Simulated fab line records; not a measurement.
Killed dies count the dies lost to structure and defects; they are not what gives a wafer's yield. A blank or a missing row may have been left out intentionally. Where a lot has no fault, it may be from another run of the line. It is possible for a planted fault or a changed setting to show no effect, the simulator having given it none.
fab line records	flow n5_finfet
record lots=13	wafers=31	last_day=17
route steps=1938 shown BEOL_M13@1660 PASSIVATION@1936
lots that met no fault: from a run of the same line without faults
start_h: hours from the record's opening day to when the first of the lot's shown wafers began	wait_h: hours from the lot's prior step to this one	" identical to the entry in the row above	L1.1+2: a row that stands for several wafers	- no value present, or no start provided	* or withheld: withheld	< > ~ a bound
route shown NAME@n: a module of which the file shows steps, and the number in the route of the first	usual: average and standard deviation across the fault-free wafers	same: alike in all rows	chamber/n: place in a boat	sites: the reading at each site	_std_site: standard deviation of those values	_edge_site: the outer-site mean with the inner-site mean subtracted	radius_mm: for every site, how far away it sits from the centre of the wafer	mask NAME#n: copy n	behind: the tool/chamber that last shaped the wafer	hold: cause of the lot's hold/its duration in hours/its outcome	device: whichever transistor did not switch (one of n, p or np)	end of line: at the end of the route, the tests of the same wafers	step lacking rows: just its recipe	killed: count of dies lost to structure and defects at first sort (not the wafer's yield)	map: shows each die of a wafer: x if killed, . if not, _ if none is there
set.NAME: the run value of the setting; set.NAME@STEP: its run value at that earlier step	model.NAME: the simulator's own value behind a step, which no gauge read
the route's steps for a sample of lots (tables are steps, rows are wafers)
services: from which hour (start_h, from the record's first day; less than 0 if before it) a tool's chamber was out of use, for how many hours, and why
## steps
# step N5_BEOL_M13_THK_MEAS_01
# recipe reads=SiOC_of_BEOL_M13_ILD_DEP_00
# usual M13_ILD_THK=835/12
lot.wafer	tool	chamber	start_h	wait_h	M13_ILD_THK[nm]
L206.1	film_metro-02	-	248.63	0.1	829
L206.2	"	-	"	"	838
L208.1	film_metro-02	-	252.99	0.1	827
L208.3	"	-	"	"	818
L210.1	film_metro-02	-	268.25	0.1	824
L210.2	"	-	"	"	829
L210.5	"	-	"	"	835
L209.2	film_metro-01	-	268.60	0.1	817
L209.3	"	-	"	"	830
L209.6	"	-	"	"	836
L211.1	film_metro-02	-	274.18	0.1	838
L211.5	"	-	"	"	851
L211.6	"	-	"	"	834
L218.4	film_metro-02	-	311.67	0.0	856
L218.6	"	-	"	"	846
L219.4	film_metro-01	-	313.98	0.0	838
L219.6	"	-	"	"	845
L221.3	film_metro-01	-	343.16	0.1	825
L221.4	"	-	"	"	858
L221.5	"	-	"	"	846
L224.3	film_metro-01	-	356.01	0.1	827
L224.4	"	-	"	"	835
L227.4	film_metro-02	-	371.62	0.0	838
L227.6	"	-	"	"	825
L226.2	film_metro-02	-	371.90	0.1	810
L226.5	"	-	"	"	826
L228.3	film_metro-02	-	379.73	0.1	835
L228.6	"	-	"	"	835
L229.1	film_metro-02	-	380.75	0.1	815
L229.3	"	-	"	"	809
L229.4	"	-	"	"	832
# step N5_BEOL_M13_OVL_MEAS_29
# recipe points_per_wafer=44
# usual M13_OVL=-1/4.8
lot.wafer	tool	chamber	start_h	wait_h	M13_OVL[nm]
L206.1	overlay-02	0	250.15	0.0	1
L206.2	"	0	"	"	-1
L208.1	overlay-02	0	254.34	0.0	1
L208.3	"	0	"	"	-2
L210.1	overlay-02	0	269.53	0.0	3
L210.2	"	0	"	"	2
L210.5	"	0	"	"	2
L209.2	overlay-01	0	270.00	0.0	5
L209.3	"	0	"	"	6
L209.6	"	0	"	"	0
L211.1	overlay-01	0	275.46	0.0	9
L211.5	"	0	"	"	-1
L211.6	"	0	"	"	-7
L218.4	overlay-01	0	313.13	0.0	-2
L218.6	"	0	"	"	2
L219.4	overlay-02	0	315.38	0.0	-11
L219.6	"	0	"	"	-8
L221.3	overlay-01	0	344.68	0.0	2
L221.4	"	0	"	"	5
L221.5	"	0	"	"	2
L224.3	overlay-01	0	357.43	0.0	-5
L224.4	"	0	"	"	4
L227.4	overlay-02	0	372.90	0.0	2
L227.6	"	0	"	"	6
L226.2	overlay-02	0	373.42	0.0	-8
L226.5	"	0	"	"	-4
L228.3	overlay-02	0	381.33	0.0	4
L228.6	"	0	"	"	0
L229.1	overlay-02	0	382.17	0.0	-6
L229.3	"	0	"	"	-3
L229.4	"	0	"	"	-3
# step N5_BEOL_M13_ETCH_67
# recipe chemistry=CF4	target=SiARC	target_depth_a=1430	time_s=238.3	ion_energy_ev=80	pressure_mtorr=40	source_w=545	bias_w=36	Ar_flow_sccm=100	cf4_flow_sccm=100	ends=cleared
# usual drypump_motor_current_A=5.8/0.54	etch_rf_on_time_s=237/5.9	oes_product_au=0.69/0.065	rf_vpp_V=184.1/1	showerhead_plenum_p_Torr=2.14/0.056	throttle_valve_pct=15.58/0.28
lot.wafer	tool	chamber	start_h	wait_h	drypump_motor_current_A	etch_rf_on_time_s	oes_product_au	rf_hours_counter_h	rf_vpp_V	showerhead_plenum_p_Torr	throttle_valve_pct
L206.1	rie_diel-01	3	250.27	0.0	5.2	222	0.73	68	185.1	2.16	15.69
L206.2	"	0	"	"	6.7	239	0.71	75	185.3	2.24	15.47
L208.1	rie_diel-04	2	254.43	0.0	6.5	238	0.62	161	182.8	2.07	16.01
L208.3	"	1	"	"	5.6	237	0.65	139	184.6	2.14	15.58
L210.1	rie_diel-05	1	269.63	0.0	5.8	247	0.61	178	183.4	2.04	15.84
L210.2	"	3	"	"	6.3	237	0.68	123	183.7	2.16	16.04
L210.5	"	3	"	"	6.3	238	0.67	-	183.8	2.16	16.04
L209.2	rie_diel-01	3	270.09	0.0	5.2	225	0.72	75	183.4	2.16	15.70
L209.3	"	1	"	"	5.5	230	0.72	96	184.6	2.16	15.19
L209.6	"	1	"	"	5.5	231	0.72	-	182.7	2.16	15.19
L211.1	rie_diel-01	2	275.70	0.0	5.3	239	0.74	41	182.8	2.09	15.47
L211.5	"	2	"	"	5.3	237	0.74	-	183.8	2.09	15.47
L211.6	"	1	"	"	5.5	230	0.73	-	183.8	2.16	15.18
L218.4	rie_diel-01	2	313.22	0.0	5.3	170	0.90	53	184.8	2.08	15.51
L218.6	"	0	"	"	6.7	241	0.68	-	186.4	2.23	15.52
L219.4	rie_diel-01	2	315.47	0.0	5.3	171	0.89	54	185.3	2.08	15.50
L219.6	"	2	"	"	5.3	242	0.72	-	184.7	2.08	15.51
L221.3	rie_diel-04	2	345.43	0.0	6.5	240	0.60	192	182.0	2.06	16.05
L221.4	"	1	"	"	5.6	240	0.62	170	184.1	2.13	15.65
L221.5	"	2	"	"	6.5	240	0.60	-	182.6	2.06	16.07
L224.3	rie_diel-04	2	357.53	0.0	6.5	238	0.60	196	183.0	2.05	16.07
L224.4	"	1	"	"	5.6	240	0.62	173	185.0	2.13	15.65
L227.4	rie_diel-04	2	372.99	0.0	6.4	238	0.60	201	183.9	2.05	16.07
L227.6	"	0	"	"	6.5	239	0.76	-	185.1	2.18	15.44
L226.2	rie_diel-05	3	373.51	0.0	6.3	236	0.65	159	184.4	2.15	16.11
L226.5	"	1	"	"	5.8	247	0.59	-	183.1	2.03	15.91
L228.3	rie_diel-04	0	381.42	0.0	6.5	237	0.76	35	184.9	2.18	15.43
L228.6	"	0	"	"	6.5	240	0.75	-	184.3	2.18	15.43
L229.1	rie_diel-04	1	382.51	0.0	5.6	239	0.61	181	184.2	2.13	15.68
L229.3	"	0	"	"	6.5	241	0.75	36	185.1	2.18	15.43
L229.4	"	2	"	"	6.4	241	0.59	203	183.5	2.05	16.08
# step N5_BEOL_M13_STRIP_37
# recipe chemistry=N2/H2	power_w=1000	temp_c=250	h2_frac=0.65	overash_fraction=0.3	pressure_mtorr=withheld	n2_flow_sccm=1750	h2_flow_sccm=3250
# usual drypump_motor_current_A=5.70/0.29	h2_flow_sccm=3249/9.7	heater_power_w=331/35	oes_product_au=0.784/0.012
lot.wafer	tool	chamber	start_h	wait_h	drypump_motor_current_A	h2_flow_sccm	heater_power_w	oes_product_au	rf_hours_counter_h
L206.1	plasma_asher-02	1	250.85	0.0	5.77	3259	343	0.792	73
L206.2	"	0	"	"	6.01	3256	281	0.777	73
L208.1	plasma_asher-01	0	255.01	0.0	5.27	3242	366	0.787	114
L208.3	"	1	"	"	5.36	3270	350	0.786	-
L210.1	plasma_asher-02	0	270.29	0.1	6.01	3244	286	0.785	78
L210.2	"	1	"	"	5.80	3242	358	0.793	78
L210.5	"	0	"	"	6.00	3247	292	0.783	-
L209.2	plasma_asher-02	0	270.68	0.0	6.00	3245	286	0.784	78
L209.3	"	1	"	"	5.76	3240	347	0.770	-
L209.6	"	0	"	"	6.02	3251	287	0.787	-
L211.1	plasma_asher-01	1	276.28	0.0	5.35	3270	351	0.783	118
L211.5	"	1	"	"	5.34	3249	356	0.785	-
L211.6	"	0	"	"	5.26	3252	380	0.766	-
L218.4	plasma_asher-02	1	313.82	0.1	5.77	3246	342	0.797	-
L218.6	"	0	"	"	6.02	3250	282	0.787	-
L219.4	plasma_asher-02	1	316.07	0.1	5.79	3257	354	0.771	-
L219.6	"	1	"	"	5.77	3274	348	0.787	-
L221.3	plasma_asher-01	1	346.03	0.1	5.35	3264	359	0.765	-
L221.4	"	0	"	"	5.27	3255	372	0.782	-
L221.5	"	1	"	"	5.35	3269	348	0.786	-
L224.3	plasma_asher-02	0	358.13	0.1	6.03	3253	279	0.786	-
L224.4	"	1	"	"	5.77	3234	342	0.787	-
L227.4	plasma_asher-02	0	373.60	0.1	6.00	3230	283	0.776	-
L227.6	"	0	"	"	6.03	3231	283	0.772	-
L226.2	plasma_asher-02	0	374.11	0.0	5.98	3247	280	0.773	99
L226.5	"	1	"	"	5.78	3251	337	0.789	-
L228.3	plasma_asher-01	0	382.02	0.1	5.26	3237	376	0.780	-
L228.6	"	0	"	"	5.26	3252	370	0.782	-
L229.1	plasma_asher-01	1	383.09	0.0	5.40	3234	356	0.787	138
L229.3	"	1	"	"	5.39	3241	353	0.782	-
L229.4	"	0	"	"	5.27	3238	369	0.780	-
# step N5_PASSIVATION_PROBE_49
# usual defect_limited_yield=91.2/1.5	killed_at_M0_to_M3=36/10	killed_at_M4_up=13/6	killed_at_contacts=11/5.2	killed_at_front_end=40/11	killed_at_other=3.1/2.9	killed_dies=104/17	killed_on_rim=14/3.6	killed_open=66/12	killed_short=34/7.7	sort_bin_5_function=5.1/0.91	sort_bin_6_memory=3.2/0.67	sort_n_pass=1076/17	sort_yield_pct=91.2/1.5
# same gross_dies=1180	killed_at_back_side=0	sort_bin_4_leakage[%]=0	sort_bin_8_speed[%]=0
lot.wafer	tool	chamber	start_h	wait_h	defect_limited_yield[%]	killed_at_M0_to_M3	killed_at_M4_up	killed_at_contacts	killed_at_front_end	killed_at_other	killed_dies	killed_on_rim	killed_open	killed_short	sort_bin_5_function[%]	sort_bin_6_memory[%]	sort_n_pass	sort_yield_pct[%]
L218.4	prober-02	-	349.46	0.2	92.1	39	11	5	36	2	93	15	57	30	4.4	2.9	1087	92.1
L218.6	prober-02	-	349.56	0.3	90.7	37	12	11	44	6	110	21	64	43	6.4	2.5	1070	90.7
L219.4	prober-02	-	353.06	0.8	91.5	35	7	9	42	7	100	11	61	35	4.2	3.4	1080	91.5
L221.3	prober-01	-	378.28	0.1	93.4	34	4	7	32	1	78	12	56	20	2.9	3.6	1102	93.4
L221.4	prober-01	-	378.33	0.2	91.3	37	7	9	46	4	103	14	63	31	5.0	2.8	1077	91.3
L224.3	prober-01	-	388.77	0.1	90.4	43	12	17	41	0	113	14	73	36	5.1	3.8	1067	90.4
L224.4	prober-01	-	388.82	0.2	93.2	28	8	10	33	1	80	11	51	26	3.9	2.7	1100	93.2
L227.4	prober-02	-	403.17	0.2	90.8	33	33	7	36	0	109	11	77	31	5.1	4.1	1071	90.8
L227.6	prober-02	-	403.27	0.3	91.2	34	18	8	44	0	104	16	71	24	4.9	2.7	1076	91.2
L226.2	prober-01	-	403.92	0.1	88.7	38	25	20	50	0	133	18	91	38	7.0	4.0	1047	88.7
L226.5	prober-01	-	404.07	0.2	90.8	32	21	2	49	5	109	15	73	32	5.1	3.9	1071	90.8
L228.3	prober-02	-	417.38	0.1	93.0	26	14	2	39	2	83	12	48	34	3.9	2.8	1097	93.0
L228.6	prober-02	-	417.53	0.3	91.2	27	12	11	50	4	104	11	66	37	5.3	3.0	1076	91.2
# killed by level:class
L218.4 BEOL_M0_SAQP:geometric_particle:short=9 STI_FIN_REVEAL:geometric_particle:open=8 BEOL_M3:geometric_particle:open=7 FIN_SAQP:geometric_particle:short=6 BEOL_M0_SAQP:geometric_particle:open=6 BEOL_M1:geometric_particle:open=6 FIN_SAQP:geometric_particle:open=5 BEOL_M2:geometric_particle:open=5
L218.6 FIN_SAQP:geometric_particle:open=11 FIN_SAQP:geometric_particle:short=11 BEOL_M2:geometric_particle:open=11 MOL_CONTACT_COAG:geometric_particle:open=10 BEOL_M0_SAQP:geometric_particle:short=8 BEOL_M3:geometric_particle:open=7 GATE_CUT:geometric_particle:short=6 MIM_TOP:geometric_particle:short=6
L219.4 FIN_SAQP:geometric_particle:short=9 FIN_SAQP:geometric_particle:open=9 MOL_CONTACT_COAG:geometric_particle:open=9 BEOL_M0_SAQP:geometric_particle:short=8 GATE_CUT:geometric_particle:short=7 BEOL_M3:geometric_particle:open=7 BEOL_M2:geometric_particle:open=7 DUMMY_GATE:geometric_particle:open=6
L221.3 BEOL_M1:geometric_particle:open=11 FIN_SAQP:geometric_particle:open=6 DUMMY_GATE:geometric_particle:open=6 MOL_CONTACT_COAG:geometric_particle:open=6 BEOL_M0_SAQP:geometric_particle:short=6 BEOL_M0_SAQP:geometric_particle:open=6 BEOL_M3:geometric_particle:open=4 FIN_SAQP:geometric_particle:short=4
L221.4 BEOL_M0_SAQP:geometric_particle:short=10 BEOL_M0_SAQP:geometric_particle:open=10 MOL_CONTACT_COAG:geometric_particle:open=9 HKMG_FIN:area_etch=8 FIN_SAQP:geometric_particle:short=7 DUMMY_GATE:geometric_particle:open=7 FIN_SAQP:geometric_particle:open=6 GATE_CUT:geometric_particle:open=5
L224.3 FIN_SAQP:geometric_particle:open=14 MOL_CONTACT_COAG:geometric_particle:open=13 BEOL_M0_SAQP:geometric_particle:short=11 FIN_SAQP:geometric_particle:short=10 BEOL_M0_SAQP:geometric_particle:open=9 BEOL_M2:geometric_particle:open=9 BEOL_M4:geometric_particle:open=6 DUMMY_GATE:geometric_particle:open=5
L224.4 FIN_SAQP:geometric_particle:open=12 FIN_SAQP:geometric_particle:short=12 MOL_CONTACT_COAG:geometric_particle:open=7 BEOL_M3:geometric_particle:open=7 BEOL_M2:geometric_particle:open=5 BEOL_M0_SAQP:geometric_particle:open=4 BEOL_M0_SAQP:geometric_particle:short=3 BEOL_M1:geometric_particle:open=3
L227.4 BEOL_M4:geometric_particle:open=21 BEOL_M0_SAQP:geometric_particle:open=9 FIN_SAQP:geometric_particle:open=8 GATE_CUT:geometric_particle:short=6 BEOL_M1:geometric_particle:open=6 STI_FIN_REVEAL:geometric_particle:open=5 MOL_CONTACT_COAG:geometric_particle:open=5 BEOL_M2:geometric_particle:open=5
L227.6 FIN_SAQP:geometric_particle:open=14 BEOL_M3:geometric_particle:open=11 BEOL_M4:geometric_particle:open=10 HKMG_FIN:area_etch=9 MOL_CONTACT_COAG:geometric_particle:open=8 BEOL_M0_SAQP:geometric_particle:open=8 FIN_SAQP:geometric_particle:short=7 BEOL_M0_SAQP:geometric_particle:short=6
L226.2 FIN_SAQP:geometric_particle:open=13 BEOL_M4:geometric_particle:open=13 MOL_CONTACT_COAG:geometric_particle:open=12 BEOL_M1:geometric_particle:open=12 FIN_SAQP:geometric_particle:short=11 MOL_CONTACT_COAG:geometric_particle:short=7 BEOL_M0_SAQP:geometric_particle:open=6 SPACER0:geometric_particle:open=5
L226.5 FIN_SAQP:geometric_particle:open=19 FIN_SAQP:geometric_particle:short=12 BEOL_M0_SAQP:geometric_particle:open=9 BEOL_M4:geometric_particle:open=9 BEOL_M0_SAQP:geometric_particle:short=5 BEOL_M1:geometric_particle:open=5 BEOL_M4:geometric_particle:short=5 BEOL_M3:geometric_particle:open=4
L228.3 FIN_SAQP:geometric_particle:open=10 BEOL_M3:geometric_particle:open=8 FIN_SAQP:geometric_particle:short=7 BEOL_M0_SAQP:geometric_particle:open=7 BEOL_M4:geometric_particle:open=6 GATE_CUT:geometric_particle:short=5 BEOL_M0_SAQP:geometric_particle:short=5 SPACER0:geometric_particle:short=3
L228.6 FIN_SAQP:geometric_particle:short=16 FIN_SAQP:geometric_particle:open=14 BEOL_M3:geometric_particle:open=10 MOL_CONTACT_COAG:geometric_particle:open=9 STI_FIN_REVEAL:geometric_particle:open=7 BEOL_M0_SAQP:geometric_particle:open=7 BEOL_M4:geometric_particle:open=5 STARTING-WAFER:geometric_particle:open=3
## services
tool	chamber	start_h	hours	kind
rie_diel-04	0	239.05	-	clean
rie_diel-04	0	239.05	-	consumable_replace:focus_ring
rie_diel-04	0	239.05	24.7	scheduled_down
rie_diel-04	0	239.05	24.7	vent_cycle
rie_diel-01	1	286.80	6.7	repair
rie_diel-05	0	300.39	21.1	repair
rie_diel-05	2	303.66	4.9	repair
plasma_asher-01	-	309.25	10.4	repair
rie_diel-05	0	334.70	17.2	repair
rie_diel-01	3	375.65	2.5	repair
## key
first_sign step=N5_BEOL_M13_ETCH_67	reading=etch_rf_on_time_s	direction=down	sigmas=11	usual=*	struck=*
effect step=N5_BEOL_M13_ETCH_67	reading=oes_product_au	direction=up	sigmas=3.2	usual=0.69	struck=0.89
met_at N5_BEOL_M13_ETCH_67
struck_lots L218,L219
struck_wafers L218.4,L219.4
not_acting_at N5_BEOL_M13_THK_MEAS_01,N5_BEOL_M13_OVL_MEAS_29,N5_BEOL_M13_STRIP_37
onset_between 275.70 313.22
fault kind=process_parameter_drift	tool=rie_diel-01	chamber=-	onset_h=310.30	steps=N5_BEOL_M13_ETCH_67	channel=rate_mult	offset=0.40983	shape=step	end_h=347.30	scope=struck_wafers_only
